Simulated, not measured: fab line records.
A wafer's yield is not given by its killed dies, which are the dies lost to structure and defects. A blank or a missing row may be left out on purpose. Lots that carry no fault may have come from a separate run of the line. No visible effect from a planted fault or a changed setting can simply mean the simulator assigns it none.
Which tool is to blame? ; flow nand harc ; 45 wafers from 15 lots sampled at 4 of the route's 1302 steps

WHAT THE GAUGES SHOWED, per wafer
No reading from a measuring or inspecting step in the record can be judged against a usual standard deviation.

WHICH TOOL RAN EACH LOT (tool, then ch and the chambers of the sampled wafers, then the start)
lot;NHARC_A_CHANNEL_HOLE_D1_ETCH_44;NHARC_A_CHANNEL_FILL_D1_ETCHBACK_19;NHARC_A_CHANNEL_FILL_D1_ETCHBACK_20;NHARC_A_CHANNEL_FILL_D1_ALD_25
L188;rie diel-06 ch 0,1, day 9 04:39;rie si-05 ch 1,2, day 10 06:05;rie diel-07 ch 1,2, day 10 06:12;ald hk-03 ch 1,2,3, day 10 21:49
L190;rie diel-02 ch 0,3, day 9 20:41;rie si-05 ch 2,3, day 10 22:55;rie diel-07 ch 0,2,3, day 10 23:04;ald hk-04 ch 0,3, day 11 14:13
L192;rie diel-06 ch 0,2,3, day 10 13:09;rie si-03 ch 0,2, day 11 15:01;rie diel-01 ch 0,2,3, day 11 15:09;ald hk-02 ch 1,2,3, day 12 03:34
L193;rie diel-06 ch 0,3, day 10 14:21;rie si-02 ch 0,1,3, day 11 15:02;rie diel-07 ch 1,2, day 11 15:08;ald hk-03 ch 1,2, day 12 02:58
L194;rie diel-06 ch 0,1,2, day 11 01:23;rie si-03 ch 1,2,3, day 12 03:05;rie diel-01 ch 0,1,2, day 12 03:14;ald hk-03 ch 1,2,3, day 12 16:52
L198;rie diel-06 ch 0,2, day 12 23:44;rie si-02 ch 0,3, day 14 03:45;rie diel-08 ch 0,1,3, day 14 03:53;ald hk-02 ch 1,2,3, day 14 17:28
L199;rie diel-06 ch 0,1,3, day 13 09:30;rie si-03 ch 2,3, day 14 12:32;rie diel-07 ch 1,2, day 14 12:39;ald hk-02 ch 1,2, day 15 01:15
L201;rie diel-03 ch 0,3, day 13 20:09;rie si-05 ch 0,1,3, day 14 22:20;rie diel-07 ch 0,1,2, day 14 22:28;ald hk-02 ch 0,2,3, day 15 11:23
L200;rie diel-02 ch 0,2,3, day 13 21:16;rie si-02 ch 1,2, day 14 22:22;rie diel-07 ch 0,1, day 14 22:31;ald hk-03 ch 0,3, day 15 11:17
L206;rie diel-03 ch 0,2,3, day 16 05:28;rie si-05 ch 1,2,3, day 17 06:41;rie diel-07 ch 1,3, day 17 06:48;ald hk-03 ch 0,3, day 17 23:59
L207;rie diel-06 ch 1,2,3, day 16 13:56;rie si-02 ch 0,2,3, day 17 21:21;rie diel-07 ch 0,1,3, day 17 21:28;ald hk-04 ch 1,2,3, day 18 11:19
L209;rie diel-06 ch 1,2,3, day 17 15:29;rie si-03 ch 0,1,2, day 18 17:05;rie diel-01 ch 0,2, day 18 17:13;ald hk-03 ch 0,1,3, day 19 05:45
L208;rie diel-06 ch 0,1, day 17 16:10;rie si-05 ch 0,1,3, day 18 17:07;rie diel-07 ch 0,1,2, day 18 17:14;ald hk-04 ch 0,2,3, day 19 07:00
L210;rie diel-06 ch 0,2, day 18 08:58;rie si-03 ch 1,2, day 19 11:26;rie diel-08 ch 0,3, day 19 11:34;ald hk-03 ch 0,1,2, day 19 23:38
L211;rie diel-02 ch 2,3, day 18 11:12;rie si-02 ch 0,1,3, day 19 11:28;rie diel-07 ch 1,2, day 19 11:35;ald hk-04 ch 0,2,3, day 20 00:53
- NHARC_A_CHANNEL_HOLE_D1_ETCH_44: etches the open film in CF4/O2, target depth 140 nm, overetch 14 nm, time 77 s.
- NHARC_A_CHANNEL_FILL_D1_ETCHBACK_19: etches the open film in HBr/Cl2, target depth 5 nm, time 1.7 s.
- NHARC_A_CHANNEL_FILL_D1_ETCHBACK_20: etches the open film in C4F8/O2/Ar, target depth 27 nm, time 13.5 s.
- NHARC_A_CHANNEL_FILL_D1_ALD_25: deposits SiOx, target thk 60 nm, pulse time 10 s, ald cycles 600.

WHAT THE TOOLS THEMSELVES READ (means of the sampled wafers that have a number; where no wafer has one, the mark that the record gives instead)
NHARC_A_CHANNEL_HOLE_D1_ETCH_44. Usual: drypump motor current A 5.93 A, standard deviation 0.25; oes product au 0.997 a.u., standard deviation 0.0089; rf vpp V 198.0 V, standard deviation 1.2; showerhead plenum p Torr 1.34 Torr, standard deviation 0.041; throttle valve pct 13.397 %, standard deviation 0.009.
lot;tool;drypump motor current A (A);oes product au (a.u.);rf vpp V (V);showerhead plenum p Torr (Torr);throttle valve pct (%);flag
L188;rie diel-06;6.11;1.006;197.8;1.35;13.404;
L190;rie diel-02;5.72;0.989;196.9;1.27;13.397;
L192;rie diel-06;5.94;0.991;198.1;1.35;13.396;
L193;rie diel-06;6.08;1.005;197.6;1.36;13.392;
L194;rie diel-06;5.93;0.995;198.1;1.34;13.393;
L198;rie diel-06;5.84;0.990;197.2;1.34;13.401;
L199;rie diel-06;6.02;0.994;198.2;1.35;13.404;
L201;rie diel-03;6.33;1.003;196.8;1.29;13.397;
L200;rie diel-02;5.65;0.998;199.0;1.36;13.396;
L206;rie diel-03;6.44;0.999;198.5;1.34;13.397;
L207;rie diel-06;5.88;1.007;197.8;1.34;13.397;
L209;rie diel-06;5.87;0.995;198.3;1.34;13.402;
L208;rie diel-06;6.05;0.999;198.4;1.34;13.401;
L210;rie diel-06;6.02;0.994;198.1;1.35;13.397;
L211;rie diel-02;5.63;0.995;198.2;1.34;13.392;

NHARC_A_CHANNEL_FILL_D1_ETCHBACK_19. Usual: drypump motor current A 5.8 A, standard deviation 0.38; mfc cl2 sccm 49.97 sccm, standard deviation 0.13; oes product au 1.002 a.u., standard deviation 0.011; throttle valve pct 26.407 %, standard deviation 0.009.
lot;tool;drypump motor current A (A);mfc cl2 sccm (sccm);oes product au (a.u.);throttle valve pct (%);flag
L188;rie si-05;5.7;49.95;0.999;26.410;
L190;rie si-05;5.9;50.00;1.002;26.409;
L192;rie si-03;6.1;49.95;0.995;26.413;
L193;rie si-02;5.3;49.99;1.003;26.417;
L194;rie si-03;5.9;50.06;0.996;26.406;
L198;rie si-02;5.4;49.92;0.995;26.403;
L199;rie si-03;5.9;49.92;0.979;26.410;
L201;rie si-05;5.9;49.87;1.006;26.413;
L200;rie si-02;5.9;49.96;1.007;26.415;
L206;rie si-05;6.0;50.07;0.999;26.402;
L207;rie si-02;5.6;50.01;1.014;26.404;
L209;rie si-03;6.0;50.01;1.001;26.420;
L208;rie si-05;5.9;49.90;1.005;26.413;
L210;rie si-03;6.1;49.83;0.994;26.400;
L211;rie si-02;5.3;49.98;1.007;26.419;

NHARC_A_CHANNEL_FILL_D1_ETCHBACK_20. Usual: oes product au 0.96 a.u., standard deviation 0.036; rf vpp V 975 V, standard deviation 5.5.
lot;tool;oes product au (a.u.);rf vpp V (V);flag
L188;rie diel-07;0.92;973;
L190;rie diel-07;0.92;979;
L192;rie diel-01;1.00;978;
L193;rie diel-07;0.99;973;
L194;rie diel-01;0.99;975;
L198;rie diel-08;0.92;969;
L199;rie diel-07;0.99;972;
L201;rie diel-07;0.97;973;
L200;rie diel-07;0.97;975;
L206;rie diel-07;0.92;977;
L207;rie diel-07;0.93;979;
L209;rie diel-01;1.00;973;
L208;rie diel-07;0.92;973;
L210;rie diel-08;1.00;968;
L211;rie diel-07;1.00;971;

NHARC_A_CHANNEL_FILL_D1_ALD_25. Usual: heater power outer w 262 W, standard deviation 27; heater power w 463 W, standard deviation 40; precursor pulse height rel 1.000, standard deviation 0.021.
lot;tool;heater power outer w (W);heater power w (W);precursor pulse height rel;flag
L188;ald hk-03;266;488;1.030;
L190;ald hk-04;295;492;1.005;
L192;ald hk-02;235;427;0.986;
L193;ald hk-03;260;463;0.994;
L194;ald hk-03;268;480;0.991;
L198;ald hk-02;237;418;1.000;
L199;ald hk-02;-;-;-;OFF
L201;ald hk-02;-;-;-;OFF
L200;ald hk-03;-;-;-;OFF
L206;ald hk-03;276;510;1.012;
L207;ald hk-04;285;473;0.980;
L209;ald hk-03;261;486;0.997;
L208;ald hk-04;292;480;1.016;
L210;ald hk-03;254;469;0.992;
L211;ald hk-04;291;481;1.023;

THE ANSWER, worked out from the rows above alone
Rule: lot off if the mean of its wafers having a number is beyond 3 standard deviations from the usual mean. A lot without any number at a reading at which 4 lots or more have one is off too. All remaining lots with rows at the step are treated as sound. After the gauges, taken in route order, come the tools' own readings; for these a lot's mean is taken, as printed above. The first step at which some lot is off is used, and at that step the reading that is off furthest; a lot without a number counts as furthest.
Off, at NHARC_A_CHANNEL_FILL_D1_ALD_25 on heater power outer w: L199, L201, L200. Without a number there: L199, L201, L200.
If a tool, at that step or one of the process steps before it, ran each lot that is off and ran no sound lot following the first of them, it fits. None of those tried fits.

WHAT THE SIMULATOR HAD PUT IN
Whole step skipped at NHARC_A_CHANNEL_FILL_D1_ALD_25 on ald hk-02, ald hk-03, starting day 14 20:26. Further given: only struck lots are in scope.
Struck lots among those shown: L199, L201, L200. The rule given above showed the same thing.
